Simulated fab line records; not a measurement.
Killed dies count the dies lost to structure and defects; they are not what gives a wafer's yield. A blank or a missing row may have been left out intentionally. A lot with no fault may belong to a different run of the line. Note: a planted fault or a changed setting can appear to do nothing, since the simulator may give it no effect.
What tool caused it? / flow n5_finfet / 9 lots with 23 wafers sampled at 8 steps, on a route of 1938 steps

== WHAT THE GAUGES READ, wafer by wafer ==
N5_BEOL_M4_RC_MEAS_101. Usual: DIBL_N 36.1 mV/V, standard deviation 1.5; DIBL_P 36.1 mV/V, standard deviation 1.9; IOFF_N 0.159 nA/um, standard deviation 0.029; IOFF_P 0.21 nA/um, standard deviation 0.038; ION_N 675 uA/um, standard deviation 11; ION_P 464 uA/um, standard deviation 8.1; SS_N 71.5 mV/dec, standard deviation 0.57; SS_P 73.3 mV/dec, standard deviation 0.64; VT_N 249 mV, standard deviation 3.1; VT_P -250 mV, standard deviation 3.8.
lot=L944; measured=day 7 14:54; on=prober-01; DIBL_N (mV/V)=37.0 35.4 37.2; DIBL_P (mV/V)=37.6 34.6 38.3; IOFF_N (nA/um)=0.149 0.118 0.144; IOFF_P (nA/um)=0.21 0.17 0.22; ION_N (uA/um)=664 654 664; ION_P (uA/um)=462 457 461; SS_N (mV/dec)=71.6 71.8 71.6; SS_P (mV/dec)=73.3 72.9 73.2; VT_N (mV)=249 255 252; VT_P (mV)=-251 -254 -251; flag=
lot=L945; measured=day 8 06:20; on=prober-01; DIBL_N (mV/V)=36.9 36.2 36.3; DIBL_P (mV/V)=35.9 35.2 34.8; IOFF_N (nA/um)=0.156 0.148 0.152; IOFF_P (nA/um)=0.20 0.19 0.18; ION_N (uA/um)=667 675 658; ION_P (uA/um)=456 457 453; SS_N (mV/dec)=71.5 71.4 71.5; SS_P (mV/dec)=72.8 73.0 72.6; VT_N (mV)=250 251 253; VT_P (mV)=-250 -252 -252; flag=
lot=L957; measured=day 11 08:40; on=prober-01; DIBL_N (mV/V)=36.7 34.4; DIBL_P (mV/V)=38.0 34.9; IOFF_N (nA/um)=0.168 0.118; IOFF_P (nA/um)=0.23 0.18; ION_N (uA/um)=687 662; ION_P (uA/um)=464 458; SS_N (mV/dec)=71.7 71.3; SS_P (mV/dec)=73.1 73.1; VT_N (mV)=249 254; VT_P (mV)=-249 -251; flag=
lot=L958; measured=day 11 09:25; on=prober-02; DIBL_N (mV/V)=36.8 36.2 37.0; DIBL_P (mV/V)=35.6 35.5 36.4; IOFF_N (nA/um)=0.172 0.175 0.184; IOFF_P (nA/um)=0.18 0.20 0.19; ION_N (uA/um)=677 692 686; ION_P (uA/um)=454 470 452; SS_N (mV/dec)=71.0 70.5 71.6; SS_P (mV/dec)=73.2 73.2 74.3; VT_N (mV)=248 247 245; VT_P (mV)=-253 -252 -254; flag=
lot=L959; measured=day 11 15:29; on=prober-01; DIBL_N (mV/V)=34.6 34.1 37.3; DIBL_P (mV/V)=33.0 32.4 36.1; IOFF_N (nA/um)=0.133 0.122 0.177; IOFF_P (nA/um)=0.17 0.16 0.21; ION_N (uA/um)=675 666 684; ION_P (uA/um)=462 459 467; SS_N (mV/dec)=70.8 71.0 71.5; SS_P (mV/dec)=72.3 72.4 74.1; VT_N (mV)=248 252 248; VT_P (mV)=-253 -255 -251; flag=
lot=L960; measured=day 12 02:38; on=prober-01; DIBL_N (mV/V)=32.5 35.7; DIBL_P (mV/V)=32.2 35.1; IOFF_N (nA/um)=0.111 0.150; IOFF_P (nA/um)=0.17 0.21; ION_N (uA/um)=667 663; ION_P (uA/um)=464 458; SS_N (mV/dec)=70.8 71.1; SS_P (mV/dec)=72.5 73.2; VT_N (mV)=253 249; VT_P (mV)=-254 -248; flag=
lot=L962; measured=day 12 10:04; on=prober-01; DIBL_N (mV/V)=35.3 37.3; DIBL_P (mV/V)=36.4 39.1; IOFF_N (nA/um)=0.159 0.206; IOFF_P (nA/um)=0.21 0.26; ION_N (uA/um)=688 689; ION_P (uA/um)=463 468; SS_N (mV/dec)=72.2 72.0; SS_P (mV/dec)=73.5 74.1; VT_N (mV)=248 244; VT_P (mV)=-249 -247; flag=
lot=L965; measured=day 13 12:38; on=prober-02; DIBL_N (mV/V)=35.6 34.5; DIBL_P (mV/V)=36.6 34.6; IOFF_N (nA/um)=0.159 0.131; IOFF_P (nA/um)=0.20 0.17; ION_N (uA/um)=674 664; ION_P (uA/um)=456 456; SS_N (mV/dec)=71.3 71.1; SS_P (mV/dec)=72.6 73.1; VT_N (mV)=247 252; VT_P (mV)=-252 -255; flag=
lot=L967; measured=day 14 09:27; on=prober-01; DIBL_N (mV/V)=36.2 36.6 34.8; DIBL_P (mV/V)=36.8 36.4 36.0; IOFF_N (nA/um)=0.181 0.180 0.168; IOFF_P (nA/um)=0.23 0.23 0.23; ION_N (uA/um)=684 680 686; ION_P (uA/um)=469 468 473; SS_N (mV/dec)=71.1 70.9 71.5; SS_P (mV/dec)=73.3 72.5 73.6; VT_N (mV)=247 246 244; VT_P (mV)=-247 -248 -247; flag=

N5_BEOL_M9_CD_MEAS_28: target cd 70 nm. Usual: cd_nm 70.05 nm, standard deviation 0.28.
lot=L944; measured=day 9 01:19; on=cd_sem-01; cd_nm (nm)=69.70 69.86 69.80; flag=
lot=L945; measured=day 9 21:37; on=cd_sem-03; cd_nm (nm)=69.57 70.14 69.79; flag=
lot=L957; measured=day 13 05:21; on=cd_sem-03; cd_nm (nm)=70.21 70.28; flag=
lot=L958; measured=day 13 11:28; on=cd_sem-03; cd_nm (nm)=70.33 70.52 70.56; flag=
lot=L959; measured=day 13 11:38; on=cd_sem-03; cd_nm (nm)=69.99 69.83 70.28; flag=
lot=L960; measured=day 13 18:25; on=cd_sem-01; cd_nm (nm)=70.45 70.15; flag=
lot=L962; measured=day 14 04:11; on=cd_sem-01; cd_nm (nm)=70.33 70.14; flag=
lot=L965; measured=day 15 06:53; on=cd_sem-02; cd_nm (nm)=69.94 69.45; flag=
lot=L967; measured=day 15 23:28; on=cd_sem-02; cd_nm (nm)=69.55 70.23 70.27; flag=

N5_BEOL_M9_INSPECT_30: inspects for defects (brightfield). Usual: raw_defect_count 392, standard deviation 92.
lot=L944; measured=day 9 01:24; on=defect_inspect-01; raw_defect_count=414 588 666; flag=
lot=L945; measured=day 9 21:42; on=defect_inspect-01; raw_defect_count=346 353 362; flag=
lot=L957; measured=day 13 05:26; on=defect_inspect-02; raw_defect_count=475 326; flag=
lot=L958; measured=day 13 11:34; on=defect_inspect-02; raw_defect_count=279 296 366; flag=
lot=L959; measured=day 13 11:44; on=defect_inspect-02; raw_defect_count=351 339 447; flag=
lot=L960; measured=day 13 18:31; on=defect_inspect-01; raw_defect_count=422 486; flag=
lot=L962; measured=day 14 04:17; on=defect_inspect-01; raw_defect_count=309 392; flag=
lot=L965; measured=day 15 06:59; on=defect_inspect-02; raw_defect_count=273 256; flag=
lot=L967; measured=day 15 23:34; on=defect_inspect-02; raw_defect_count=366 326 332; flag=

N5_BEOL_M9_OCD_MEAS_38. Usual: trench_depth_nm 152 nm, standard deviation 3.3.
lot=L944; measured=day 9 01:53; on=ocd-01; trench_depth_nm (nm)=154 153 158; flag=
lot=L945; measured=day 9 22:11; on=ocd-02; trench_depth_nm (nm)=153 149 157; flag=
lot=L957; measured=day 13 06:11; on=ocd-02; trench_depth_nm (nm)=158 74; flag=OFF
lot=L958; measured=day 13 12:03; on=ocd-01; trench_depth_nm (nm)=151 75 151; flag=OFF
lot=L959; measured=day 13 12:20; on=ocd-01; trench_depth_nm (nm)=155 155 154; flag=
lot=L960; measured=day 13 19:00; on=ocd-02; trench_depth_nm (nm)=153 153; flag=
lot=L962; measured=day 14 04:46; on=ocd-02; trench_depth_nm (nm)=145 156; flag=
lot=L965; measured=day 15 07:55; on=ocd-02; trench_depth_nm (nm)=147 157; flag=
lot=L967; measured=day 16 00:03; on=ocd-02; trench_depth_nm (nm)=155 152 152; flag=

N5_BEOL_M9_THK_MEAS_53: measures by xrf. Usual: M9_THK 137 nm, standard deviation 3.3.
lot=L944; measured=day 9 04:20; on=film_metro-01; M9_THK (nm)=139 138 142; flag=
lot=L945; measured=day 10 00:58; on=film_metro-02; M9_THK (nm)=135 131 139; flag=
lot=L957; measured=day 13 08:37; on=film_metro-02; M9_THK (nm)=142 61; flag=OFF
lot=L958; measured=day 13 14:33; on=film_metro-02; M9_THK (nm)=134 61 137; flag=OFF
lot=L959; measured=day 13 14:50; on=film_metro-01; M9_THK (nm)=138 140 141; flag=
lot=L960; measured=day 13 21:57; on=film_metro-01; M9_THK (nm)=137 138; flag=
lot=L962; measured=day 14 07:09; on=film_metro-02; M9_THK (nm)=130 139; flag=
lot=L965; measured=day 15 12:10; on=film_metro-01; M9_THK (nm)=131 144; flag=
lot=L967; measured=day 16 02:16; on=film_metro-02; M9_THK (nm)=141 137 136; flag=

N5_BEOL_M9_RS_MEAS_57: measures by four-point-probe. Usual: M9_RS 0.150 ohm/sq, standard deviation 0.004.
lot=L944; measured=day 9 04:28; on=film_metro-01; M9_RS (ohm/sq)=0.147 0.147 0.143; flag=
lot=L945; measured=day 10 01:06; on=film_metro-01; M9_RS (ohm/sq)=0.150 0.155 0.144; flag=
lot=L957; measured=day 13 08:45; on=film_metro-02; M9_RS (ohm/sq)=0.144 0.379; flag=OFF
lot=L958; measured=day 13 14:43; on=film_metro-01; M9_RS (ohm/sq)=0.153 0.386 0.151; flag=OFF
lot=L959; measured=day 13 14:58; on=film_metro-02; M9_RS (ohm/sq)=0.148 0.147 0.146; flag=
lot=L960; measured=day 13 22:05; on=film_metro-02; M9_RS (ohm/sq)=0.149 0.148; flag=
lot=L962; measured=day 14 07:17; on=film_metro-02; M9_RS (ohm/sq)=0.157 0.147; flag=
lot=L965; measured=day 15 12:18; on=film_metro-01; M9_RS (ohm/sq)=0.157 0.141; flag=
lot=L967; measured=day 16 02:24; on=film_metro-01; M9_RS (ohm/sq)=0.146 0.151 0.151; flag=

== EACH LOT AND THE TOOL THAT RAN IT (in order: tool; ch and the chambers of the sampled wafers; start) ==
lot=L944; N5_BEOL_M9_TRENCH_ETCH_37=rie_diel-03 ch 1,2,3, day 9 01:44; N5_BEOL_M9_ETCH_41=rie_diel-03 ch 1,2,3, day 9 01:53 or earlier
lot=L945; N5_BEOL_M9_TRENCH_ETCH_37=rie_diel-05 ch 0,2,3, day 9 22:01; N5_BEOL_M9_ETCH_41=rie_diel-05 ch 0,2,3, day 9 22:11 or earlier
lot=L957; N5_BEOL_M9_TRENCH_ETCH_37=rie_diel-03 ch 1,3, day 13 06:01; N5_BEOL_M9_ETCH_41=rie_diel-03 ch 1,3, day 13 06:11 or earlier
lot=L958; N5_BEOL_M9_TRENCH_ETCH_37=rie_diel-03 ch 1,2, day 13 11:52; N5_BEOL_M9_ETCH_41=rie_diel-03 ch 1,2, day 13 12:03 or earlier
lot=L959; N5_BEOL_M9_TRENCH_ETCH_37=rie_diel-05 ch 2,3, day 13 12:09; N5_BEOL_M9_ETCH_41=rie_diel-05 ch 2,3, day 13 12:20 or earlier
lot=L960; N5_BEOL_M9_TRENCH_ETCH_37=rie_diel-05 ch 2, day 13 18:49; N5_BEOL_M9_ETCH_41=rie_diel-05 ch 2, day 13 19:00 or earlier
lot=L962; N5_BEOL_M9_TRENCH_ETCH_37=rie_diel-04 ch 1,2, day 14 04:36; N5_BEOL_M9_ETCH_41=rie_diel-04 ch 1,2, day 14 04:46 or earlier
lot=L965; N5_BEOL_M9_TRENCH_ETCH_37=rie_diel-04 ch 0,1, day 15 07:44; N5_BEOL_M9_ETCH_41=rie_diel-04 ch 0,1, day 15 07:55 or earlier
lot=L967; N5_BEOL_M9_TRENCH_ETCH_37=rie_diel-03 ch 1,3, day 15 23:53; N5_BEOL_M9_ETCH_41=rie_diel-03 ch 1,3, day 16 00:03 or earlier
- N5_BEOL_M9_TRENCH_ETCH_37: etches SiCOH lowk in C4F6/O2, target depth 151.43 nm, time 49 s.
- N5_BEOL_M9_ETCH_41: etches SiCN in CH3F/O2, target depth 36.6 nm, time 70.1 s.

== WHAT THE TOOLS THEMSELVES READ (means of the sampled wafers that have a number; where no wafer has one, the mark that the record gives instead) ==
N5_BEOL_M9_TRENCH_ETCH_37. Usual: O2_flow_sccm 10.001 sccm, standard deviation 0.028; drypump_motor_current_A 5.6 A, standard deviation 0.53; oes_product_au 0.82 a.u., standard deviation 0.11; rf_vpp_V 656 V, standard deviation 12; showerhead_plenum_p_Torr 2.83 Torr, standard deviation 0.099; throttle_valve_pct 20.76 %, standard deviation 0.26.
lot=L944; tool=rie_diel-03; O2_flow_sccm (sccm)=9.977; drypump_motor_current_A (A)=5.7; oes_product_au (a.u.)=0.88; rf_vpp_V (V)=664; showerhead_plenum_p_Torr (Torr)=2.91; throttle_valve_pct (%)=20.90; flag=
lot=L945; tool=rie_diel-05; O2_flow_sccm (sccm)=10.006; drypump_motor_current_A (A)=5.4; oes_product_au (a.u.)=0.84; rf_vpp_V (V)=657; showerhead_plenum_p_Torr (Torr)=2.87; throttle_valve_pct (%)=20.40; flag=
lot=L957; tool=rie_diel-03; O2_flow_sccm (sccm)=10.013; drypump_motor_current_A (A)=5.2; oes_product_au (a.u.)=0.86; rf_vpp_V (V)=660; showerhead_plenum_p_Torr (Torr)=2.88; throttle_valve_pct (%)=21.01; flag=
lot=L958; tool=rie_diel-03; O2_flow_sccm (sccm)=9.970; drypump_motor_current_A (A)=6.0; oes_product_au (a.u.)=0.77; rf_vpp_V (V)=669; showerhead_plenum_p_Torr (Torr)=2.94; throttle_valve_pct (%)=20.91; flag=
lot=L959; tool=rie_diel-05; O2_flow_sccm (sccm)=9.982; drypump_motor_current_A (A)=5.5; oes_product_au (a.u.)=0.96; rf_vpp_V (V)=658; showerhead_plenum_p_Torr (Torr)=2.87; throttle_valve_pct (%)=20.30; flag=
lot=L960; tool=rie_diel-05; O2_flow_sccm (sccm)=10.021; drypump_motor_current_A (A)=5.7; oes_product_au (a.u.)=0.95; rf_vpp_V (V)=664; showerhead_plenum_p_Torr (Torr)=2.91; throttle_valve_pct (%)=20.33; flag=
lot=L962; tool=rie_diel-04; O2_flow_sccm (sccm)=10.001; drypump_motor_current_A (A)=5.7; oes_product_au (a.u.)=0.84; rf_vpp_V (V)=642; showerhead_plenum_p_Torr (Torr)=2.75; throttle_valve_pct (%)=20.93; flag=
lot=L965; tool=rie_diel-04; O2_flow_sccm (sccm)=10.014; drypump_motor_current_A (A)=5.0; oes_product_au (a.u.)=0.84; rf_vpp_V (V)=656; showerhead_plenum_p_Torr (Torr)=2.87; throttle_valve_pct (%)=20.72; flag=
lot=L967; tool=rie_diel-03; O2_flow_sccm (sccm)=9.975; drypump_motor_current_A (A)=5.1; oes_product_au (a.u.)=0.82; rf_vpp_V (V)=663; showerhead_plenum_p_Torr (Torr)=2.90; throttle_valve_pct (%)=21.07; flag=

N5_BEOL_M9_ETCH_41. Usual: O2_flow_sccm 20.00 sccm, standard deviation 0.058; drypump_motor_current_A 5.6 A, standard deviation 0.53; oes_product_au 0.82 a.u., standard deviation 0.11; rf_vpp_V 297.1 V, standard deviation 1.6; showerhead_plenum_p_Torr 1.99 Torr, standard deviation 0.073; throttle_valve_pct 16.16 %, standard deviation 0.26.
lot=L944; tool=rie_diel-03; O2_flow_sccm (sccm)=19.98; drypump_motor_current_A (A)=5.6; oes_product_au (a.u.)=0.87; rf_vpp_V (V)=298.6; showerhead_plenum_p_Torr (Torr)=2.05; throttle_valve_pct (%)=16.28; flag=
lot=L945; tool=rie_diel-05; O2_flow_sccm (sccm)=20.02; drypump_motor_current_A (A)=5.4; oes_product_au (a.u.)=0.83; rf_vpp_V (V)=297.7; showerhead_plenum_p_Torr (Torr)=2.01; throttle_valve_pct (%)=15.86; flag=
lot=L957; tool=rie_diel-03; O2_flow_sccm (sccm)=19.97; drypump_motor_current_A (A)=5.2; oes_product_au (a.u.)=0.86; rf_vpp_V (V)=298.7; showerhead_plenum_p_Torr (Torr)=2.03; throttle_valve_pct (%)=16.36; flag=
lot=L958; tool=rie_diel-03; O2_flow_sccm (sccm)=19.94; drypump_motor_current_A (A)=6.0; oes_product_au (a.u.)=0.77; rf_vpp_V (V)=298.8; showerhead_plenum_p_Torr (Torr)=2.07; throttle_valve_pct (%)=16.36; flag=
lot=L959; tool=rie_diel-05; O2_flow_sccm (sccm)=20.06; drypump_motor_current_A (A)=5.5; oes_product_au (a.u.)=0.94; rf_vpp_V (V)=298.1; showerhead_plenum_p_Torr (Torr)=2.01; throttle_valve_pct (%)=15.70; flag=
lot=L960; tool=rie_diel-05; O2_flow_sccm (sccm)=20.04; drypump_motor_current_A (A)=5.7; oes_product_au (a.u.)=0.95; rf_vpp_V (V)=297.8; showerhead_plenum_p_Torr (Torr)=2.04; throttle_valve_pct (%)=15.73; flag=
lot=L962; tool=rie_diel-04; O2_flow_sccm (sccm)=19.94; drypump_motor_current_A (A)=5.7; oes_product_au (a.u.)=0.83; rf_vpp_V (V)=296.2; showerhead_plenum_p_Torr (Torr)=1.92; throttle_valve_pct (%)=16.30; flag=
lot=L965; tool=rie_diel-04; O2_flow_sccm (sccm)=20.00; drypump_motor_current_A (A)=5.0; oes_product_au (a.u.)=0.83; rf_vpp_V (V)=298.2; showerhead_plenum_p_Torr (Torr)=2.01; throttle_valve_pct (%)=16.11; flag=
lot=L967; tool=rie_diel-03; O2_flow_sccm (sccm)=20.07; drypump_motor_current_A (A)=5.1; oes_product_au (a.u.)=0.82; rf_vpp_V (V)=298.2; showerhead_plenum_p_Torr (Torr)=2.04; throttle_valve_pct (%)=16.44; flag=

== THE ANSWER, worked out from the rows above alone ==
Rule: lot off if the mean of its wafers having a number is beyond 3 standard deviations from the usual mean. Also off: a lot with no number at a reading for which 4 or more lots have one. Where the step has rows for the other lots, those lots are counted as sound. First the gauges in route order, then the tools' own readings, where a lot's mean is used as printed above. The first step at which some lot is off is used, and at that step the reading that is off furthest; a lot without a number counts as furthest.
Off at N5_BEOL_M9_OCD_MEAS_38 (trench_depth_nm): L957, L958.
A tool fits if, at a process step before that reading, it ran every lot that is off, and no sound lot after the first of them. The gauges at N5_BEOL_M9_OCD_MEAS_38 aren't tried: what is off there is off at N5_BEOL_M9_THK_MEAS_53 too, on other tools, and a gauge's error can't cause that. Because N5_BEOL_M9_ETCH_41 lacks a start for some lots, the hours and order of its lots are taken from N5_BEOL_M9_OCD_MEAS_38. Of those tried, none fits.

== WHAT WAS PUT IN BY THE SIMULATOR ==
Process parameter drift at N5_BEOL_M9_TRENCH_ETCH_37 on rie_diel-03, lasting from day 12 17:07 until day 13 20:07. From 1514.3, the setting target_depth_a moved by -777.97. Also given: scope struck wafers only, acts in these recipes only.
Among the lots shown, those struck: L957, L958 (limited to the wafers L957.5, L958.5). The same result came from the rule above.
